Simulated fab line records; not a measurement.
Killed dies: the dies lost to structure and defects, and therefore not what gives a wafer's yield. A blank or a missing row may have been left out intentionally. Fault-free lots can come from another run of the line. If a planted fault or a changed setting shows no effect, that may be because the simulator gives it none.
Which tool is to blame? / flow nand_harc / 13 lots with 39 wafers sampled at 6 steps, on a route of 1302 steps

## WHAT THE GAUGES READ, wafer by wafer
NHARC_P_GATE_CD_MEAS_26: target cd 120 nm. Usual: cd_nm at 120.1 nm, with a standard deviation of 0.58.
lot=L521; measured=day 5 00:41; on=cd_sem-01; cd_nm (nm)=120.6 119.9 120.6; flag=
lot=L522; measured=day 5 05:29; on=cd_sem-02; cd_nm (nm)=119.3 119.7 119.6; flag=
lot=L524; measured=day 6 03:40; on=cd_sem-02; cd_nm (nm)=119.6 119.8 120.0; flag=
lot=L527; measured=day 7 16:06; on=cd_sem-02; cd_nm (nm)=119.7 119.8 119.8; flag=
lot=L528; measured=day 8 00:47; on=cd_sem-03; cd_nm (nm)=119.9 120.2 120.0; flag=
lot=L529; measured=day 8 12:02; on=cd_sem-01; cd_nm (nm)=120.6 120.7 120.2; flag=
lot=L534; measured=day 10 12:04; on=cd_sem-02; cd_nm (nm)=120.3 120.4 120.0; flag=
lot=L535; measured=day 11 02:58; on=cd_sem-03; cd_nm (nm)=136.7 136.4 136.2; flag=OFF
lot=L537; measured=day 11 19:32; on=cd_sem-03; cd_nm (nm)=136.4 135.9 136.7; flag=OFF
lot=L540; measured=day 12 23:48; on=cd_sem-01; cd_nm (nm)=119.4 120.4 119.6; flag=
lot=L541; measured=day 13 10:46; on=cd_sem-01; cd_nm (nm)=119.5 118.3 119.0; flag=
lot=L543; measured=day 14 05:33; on=cd_sem-03; cd_nm (nm)=120.3 120.6 120.9; flag=
lot=L544; measured=day 14 21:09; on=cd_sem-01; cd_nm (nm)=121.1 120.9 120.6; flag=

NHARC_P_GATE_OVL_MEAS_27. Usual: overlay_x_nm -0.1 nm, standard deviation 0.84; overlay_y_nm 0.0 nm, standard deviation 1.
lot=L521; measured=day 5 00:46; on=overlay-01; overlay_x_nm (nm)=0.5 -0.1 0.5; overlay_y_nm (nm)=0.0 -0.4 -0.4; flag=
lot=L522; measured=day 5 05:34; on=overlay-01; overlay_x_nm (nm)=0.9 -0.1 -0.3; overlay_y_nm (nm)=-2.5 -2.8 -3.2; flag=
lot=L524; measured=day 6 03:46; on=overlay-02; overlay_x_nm (nm)=0.3 -0.2 0.2; overlay_y_nm (nm)=-0.2 -0.1 0.2; flag=
lot=L527; measured=day 7 16:11; on=overlay-02; overlay_x_nm (nm)=-0.1 -0.3 0.1; overlay_y_nm (nm)=-0.7 0.0 0.1; flag=
lot=L528; measured=day 8 00:52; on=overlay-01; overlay_x_nm (nm)=-0.1 0.4 0.3; overlay_y_nm (nm)=-0.1 0.0 0.8; flag=
lot=L529; measured=day 8 12:07; on=overlay-02; overlay_x_nm (nm)=-0.3 -0.5 -0.7; overlay_y_nm (nm)=-0.2 -0.1 0.0; flag=
lot=L534; measured=day 10 12:09; on=overlay-02; overlay_x_nm (nm)=-1.5 -1.1 -1.3; overlay_y_nm (nm)=-2.1 -1.1 -1.3; flag=
lot=L535; measured=day 11 03:03; on=overlay-01; overlay_x_nm (nm)=0.2 -0.6 -0.3; overlay_y_nm (nm)=-0.3 -0.3 -0.2; flag=
lot=L537; measured=day 11 19:37; on=overlay-01; overlay_x_nm (nm)=-0.2 -0.2 -0.4; overlay_y_nm (nm)=-0.5 -0.5 -1.2; flag=
lot=L540; measured=day 12 23:53; on=overlay-02; overlay_x_nm (nm)=0.4 0.0 -0.5; overlay_y_nm (nm)=0.5 -0.2 0.1; flag=
lot=L541; measured=day 13 10:51; on=overlay-01; overlay_x_nm (nm)=-1.7 -1.0 -1.0; overlay_y_nm (nm)=0.8 1.4 1.2; flag=
lot=L543; measured=day 14 05:38; on=overlay-02; overlay_x_nm (nm)=-1.3 -0.7 -0.3; overlay_y_nm (nm)=0.5 0.3 0.8; flag=
lot=L544; measured=day 14 21:14; on=overlay-02; overlay_x_nm (nm)=-1.3 -1.1 -1.2; overlay_y_nm (nm)=-0.1 0.5 0.0; flag=

NHARC_END_SORT_01. Usual: killed_at_array 59, standard deviation 17; killed_at_other 0.7, standard deviation 0.9; killed_at_periphery 3.6, standard deviation 2.3; killed_dies 63, standard deviation 18; killed_open 3.4, standard deviation 1.9; killed_short 2.6, standard deviation 1.7.
lot=L521; measured=day 24 19:20; on=prober-01; killed_at_array=64 53 55; killed_at_other=0 0 0; killed_at_periphery=3 0 5; killed_dies=67 53 60; killed_open=3 3 4; killed_short=7 1 4; flag=
lot=L529; measured=day 28 12:28; on=prober-01; killed_at_array=79 92 86; killed_at_other=1 2 0; killed_at_periphery=7 6 7; killed_dies=87 100 93; killed_open=3 6 3; killed_short=4 2 2; flag=
lot=L535; measured=day 30 09:19; on=prober-02; killed_at_array=69 76 92; killed_at_other=0 0 0; killed_at_periphery=62 70 72; killed_dies=131 146 164; killed_open=3 2 2; killed_short=0 1 6; flag=OFF
lot=L537; measured=day 32 00:22; on=prober-01; killed_at_array=50 57 46; killed_at_other=0 0 0; killed_at_periphery=88 71 72; killed_dies=138 128 118; killed_open=3 4 4; killed_short=2 4 4; flag=OFF

## TOOL THAT RAN EACH LOT (tool first, then ch and the chambers of the sampled wafers, then the start)
lot=L521; NHARC_P_STI_CMP_21=cmp-04 ch 0,3, day 3 15:11; NHARC_P_GATE_HM_DEP_102=acl_dep-02 ch 0, day 4 23:34; NHARC_P_GATE_PEB_24=litho_track-04 ch 0, day 5 00:36
lot=L522; NHARC_P_STI_CMP_21=cmp-04 ch 0,1,2, day 3 22:58; NHARC_P_GATE_HM_DEP_102=acl_dep-02 ch 0, day 5 04:16; NHARC_P_GATE_PEB_24=litho_track-06 ch 0, day 5 05:25
lot=L524; NHARC_P_STI_CMP_21=cmp-04 ch 2,3, day 4 19:46; NHARC_P_GATE_HM_DEP_102=acl_dep-01 ch 0, day 6 02:32; NHARC_P_GATE_PEB_24=litho_track-01 ch 0, day 6 03:35
lot=L527; NHARC_P_STI_CMP_21=cmp-03 ch 0,2,3, day 6 04:50; NHARC_P_GATE_HM_DEP_102=acl_dep-01 ch 0, day 7 15:05; NHARC_P_GATE_PEB_24=litho_track-04 ch 0, day 7 16:01
lot=L528; NHARC_P_STI_CMP_21=cmp-04 ch 0,2, day 6 12:16; NHARC_P_GATE_HM_DEP_102=acl_dep-01 ch 0, day 7 23:26; NHARC_P_GATE_PEB_24=litho_track-04 ch 0, day 8 00:42
lot=L529; NHARC_P_STI_CMP_21=cmp-03 ch 0,2,3, day 7 04:57; NHARC_P_GATE_HM_DEP_102=acl_dep-03 ch 0, day 8 11:08; NHARC_P_GATE_PEB_24=litho_track-04 ch 0, day 8 11:56
lot=L534; NHARC_P_STI_CMP_21=cmp-04 ch 0,2,3, day 9 01:28; NHARC_P_GATE_HM_DEP_102=acl_dep-02 ch 0, day 10 10:50; NHARC_P_GATE_PEB_24=litho_track-01 ch 0, day 10 11:59
lot=L535; NHARC_P_STI_CMP_21=cmp-03 ch 0,1,2, day 9 17:23; NHARC_P_GATE_HM_DEP_102=acl_dep-03 ch 0, day 11 01:43; NHARC_P_GATE_PEB_24=litho_track-04 ch 0, day 11 02:53
lot=L537; NHARC_P_STI_CMP_21=cmp-03 ch 1,2,3, day 10 09:10; NHARC_P_GATE_HM_DEP_102=acl_dep-01 ch 0, day 11 18:11; NHARC_P_GATE_PEB_24=litho_track-04 ch 0, day 11 19:27
lot=L540; NHARC_P_STI_CMP_21=cmp-03 ch 1,2,3, day 11 15:46; NHARC_P_GATE_HM_DEP_102=acl_dep-02 ch 0, day 12 22:34; NHARC_P_GATE_PEB_24=litho_track-01 ch 0, day 12 23:43
lot=L541; NHARC_P_STI_CMP_21=cmp-04 ch 1,2,3, day 11 23:50; NHARC_P_GATE_HM_DEP_102=acl_dep-01 ch 0, day 13 09:31; NHARC_P_GATE_PEB_24=litho_track-06 ch 0, day 13 10:41
lot=L543; NHARC_P_STI_CMP_21=cmp-04 ch 0,1,2, day 12 21:56; NHARC_P_GATE_HM_DEP_102=acl_dep-03 ch 0, day 14 04:19; NHARC_P_GATE_PEB_24=litho_track-04 ch 0, day 14 05:28
lot=L544; NHARC_P_STI_CMP_21=cmp-03 ch 0,1,2, day 13 10:43; NHARC_P_GATE_HM_DEP_102=acl_dep-01 ch 0, day 14 19:56; NHARC_P_GATE_PEB_24=litho_track-06 ch 0, day 14 21:04
- NHARC_P_STI_CMP_21: polishes, t overpolish 20 s, target thk 380.67 nm.
- NHARC_P_GATE_HM_DEP_102: deposits aC, target thk 120 nm.
- NHARC_P_GATE_PEB_24: peb time 65 s.

## AS READ BY THE TOOLS THEMSELVES (means over the sampled wafers that have a number; for cases with no such wafer, the mark the record gives instead)
NHARC_P_STI_CMP_21. Usual: motor_current_A 12.0 A, standard deviation 1.3; overpolish_run_s 20.001 s, standard deviation 0.0096; slurry_filter_dp_kPa 13.50 kPa, standard deviation 0.13.
lot=L521; tool=cmp-04; motor_current_A (A)=11.9; overpolish_run_s (s)=20.000; slurry_filter_dp_kPa (kPa)=13.52; flag=
lot=L522; tool=cmp-04; motor_current_A (A)=13.9; overpolish_run_s (s)=20.008; slurry_filter_dp_kPa (kPa)=13.46; flag=
lot=L524; tool=cmp-04; motor_current_A (A)=14.3; overpolish_run_s (s)=19.999; slurry_filter_dp_kPa (kPa)=13.64; flag=
lot=L527; tool=cmp-03; motor_current_A (A)=12.1; overpolish_run_s (s)=20.002; slurry_filter_dp_kPa (kPa)=13.49; flag=
lot=L528; tool=cmp-04; motor_current_A (A)=13.9; overpolish_run_s (s)=19.998; slurry_filter_dp_kPa (kPa)=13.54; flag=
lot=L529; tool=cmp-03; motor_current_A (A)=11.5; overpolish_run_s (s)=20.008; slurry_filter_dp_kPa (kPa)=13.40; flag=
lot=L534; tool=cmp-04; motor_current_A (A)=12.9; overpolish_run_s (s)=20.006; slurry_filter_dp_kPa (kPa)=13.43; flag=
lot=L535; tool=cmp-03; motor_current_A (A)=11.4; overpolish_run_s (s)=19.999; slurry_filter_dp_kPa (kPa)=13.55; flag=
lot=L537; tool=cmp-03; motor_current_A (A)=11.3; overpolish_run_s (s)=19.997; slurry_filter_dp_kPa (kPa)=13.43; flag=
lot=L540; tool=cmp-03; motor_current_A (A)=12.0; overpolish_run_s (s)=20.003; slurry_filter_dp_kPa (kPa)=13.44; flag=
lot=L541; tool=cmp-04; motor_current_A (A)=13.2; overpolish_run_s (s)=20.003; slurry_filter_dp_kPa (kPa)=13.63; flag=
lot=L543; tool=cmp-04; motor_current_A (A)=13.6; overpolish_run_s (s)=19.995; slurry_filter_dp_kPa (kPa)=13.40; flag=
lot=L544; tool=cmp-03; motor_current_A (A)=11.6; overpolish_run_s (s)=20.005; slurry_filter_dp_kPa (kPa)=13.50; flag=

NHARC_P_GATE_HM_DEP_102. Usual: throttle_valve_pct at 35.000 %, with a standard deviation of 0.0099.
lot=L521; tool=acl_dep-02; throttle_valve_pct (%)=35.002; flag=
lot=L522; tool=acl_dep-02; throttle_valve_pct (%)=34.992; flag=
lot=L524; tool=acl_dep-01; throttle_valve_pct (%)=35.000; flag=
lot=L527; tool=acl_dep-01; throttle_valve_pct (%)=35.005; flag=
lot=L528; tool=acl_dep-01; throttle_valve_pct (%)=34.993; flag=
lot=L529; tool=acl_dep-03; throttle_valve_pct (%)=35.006; flag=
lot=L534; tool=acl_dep-02; throttle_valve_pct (%)=34.997; flag=
lot=L535; tool=acl_dep-03; throttle_valve_pct (%)=34.997; flag=
lot=L537; tool=acl_dep-01; throttle_valve_pct (%)=35.007; flag=
lot=L540; tool=acl_dep-02; throttle_valve_pct (%)=34.992; flag=
lot=L541; tool=acl_dep-01; throttle_valve_pct (%)=34.999; flag=
lot=L543; tool=acl_dep-03; throttle_valve_pct (%)=35.012; flag=
lot=L544; tool=acl_dep-01; throttle_valve_pct (%)=35.011; flag=

NHARC_P_GATE_PEB_24. Usual: heater_power_total_W 156.6 W, standard deviation 0.43; plate_temp_C 99.99 C, standard deviation 0.12.
lot=L521; tool=litho_track-04; heater_power_total_W (W)=156.8; plate_temp_C (C)=99.93; flag=
lot=L522; tool=litho_track-06; heater_power_total_W (W)=156.8; plate_temp_C (C)=100.10; flag=
lot=L524; tool=litho_track-01; heater_power_total_W (W)=156.2; plate_temp_C (C)=99.97; flag=
lot=L527; tool=litho_track-04; heater_power_total_W (W)=157.1; plate_temp_C (C)=100.09; flag=
lot=L528; tool=litho_track-04; heater_power_total_W (W)=156.6; plate_temp_C (C)=100.05; flag=
lot=L529; tool=litho_track-04; heater_power_total_W (W)=156.5; plate_temp_C (C)=100.05; flag=
lot=L534; tool=litho_track-01; heater_power_total_W (W)=156.7; plate_temp_C (C)=99.87; flag=
lot=L535; tool=litho_track-04; heater_power_total_W (W)=147.8; plate_temp_C (C)=95.77; flag=OFF
lot=L537; tool=litho_track-04; heater_power_total_W (W)=147.1; plate_temp_C (C)=95.84; flag=OFF
lot=L540; tool=litho_track-01; heater_power_total_W (W)=156.5; plate_temp_C (C)=99.96; flag=
lot=L541; tool=litho_track-06; heater_power_total_W (W)=156.8; plate_temp_C (C)=99.98; flag=
lot=L543; tool=litho_track-04; heater_power_total_W (W)=156.3; plate_temp_C (C)=99.93; flag=
lot=L544; tool=litho_track-06; heater_power_total_W (W)=156.7; plate_temp_C (C)=100.09; flag=

## THE ANSWER, worked out from the rows above alone
Rule: a lot counts as off when the mean over its wafers that have a number is more than 3 standard deviations away from the usual mean. A lot without any number at a reading at which 4 lots or more have one is off too. Any other lot the step has rows for is counted as sound. After the gauges, taken in route order, come the tools' own readings; for these a lot's mean is taken, as printed above. At the first step where some lot is off, the reading lying furthest off is the one used; lots without a number count as furthest.
Off: L535, L537 (NHARC_P_GATE_CD_MEAS_26, cd_nm).
A tool fits if, at a process step before that reading, it ran every lot that is off, and no sound lot after the first of them. Not tried: the gauges at NHARC_P_GATE_CD_MEAS_26; whatever is off there is also off at NHARC_END_SORT_01, on other tools, and gauge error can't account for it. Not one of the candidates tried fits.

## WHAT THE SIMULATOR HAD PUT IN
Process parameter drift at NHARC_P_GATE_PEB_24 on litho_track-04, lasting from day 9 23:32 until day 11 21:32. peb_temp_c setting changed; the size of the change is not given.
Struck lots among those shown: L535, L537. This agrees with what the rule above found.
